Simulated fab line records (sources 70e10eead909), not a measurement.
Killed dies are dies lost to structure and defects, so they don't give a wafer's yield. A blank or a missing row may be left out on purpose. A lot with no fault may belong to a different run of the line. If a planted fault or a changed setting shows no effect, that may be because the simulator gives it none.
Chamber matching    flow nand-harc    NHARC_A_CONTACT_DEP_85 on pecvd-01 has 3 sister chambers
The step deposits SiON, target thk 60 nm. 6 wafers are shown with their chamber, then 8 later ones without.

== EACH WAFER AND ITS CHAMBER ==
wafer   chamber  heater-power-w (W)
L079.2  2        786
L079.5  0        780
L081.1  1        646
L081.2  2        912
L081.5  0        761
L084.4  1        799

== WAFERS WITHOUT THEIR CHAMBER ==
wafer   heater-power-w (W)
L084.5  826
L084.6  827
L097.3  813
L097.4  827
L097.6  744
L094.1  852
L094.2  875
L094.4  923

== WHICH CHAMBER EACH ONE RAN IN ==
wafer   from the rows above           in truth
L084.5  can't be placed: 2 or 0 or 1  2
L084.6  can't be placed: 2 or 0 or 1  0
L097.3  can't be placed: 2 or 0 or 1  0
L097.4  can't be placed: 2 or 0 or 1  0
L097.6  can't be placed: 1 or 0 or 2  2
L094.1  can't be placed: 2 or 0 or 1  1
L094.2  can't be placed: 2 or 0 or 1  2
L094.4  can't be placed: 2 or 0 or 1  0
Placed correctly: 0 of 8. Unplaceable from these rows: 8, with the true chamber sitting among the candidates in 8. Placed wrongly: 0.
How it was worked out, from the rows above alone: a wafer's distance from a chamber is the root of the sum, over the readings, of the square of ((its reading less the chamber's mean) divided by the reading's scatter). The wafer belongs to the nearest chamber; if the next one is less than 2 further off, it can't be placed. A chamber's mean is the mean of its shown wafers. The scatter: take each reading less its chamber's mean, square it, sum over the shown wafers, divide by the number of wafers less the number of chambers, and take the root.
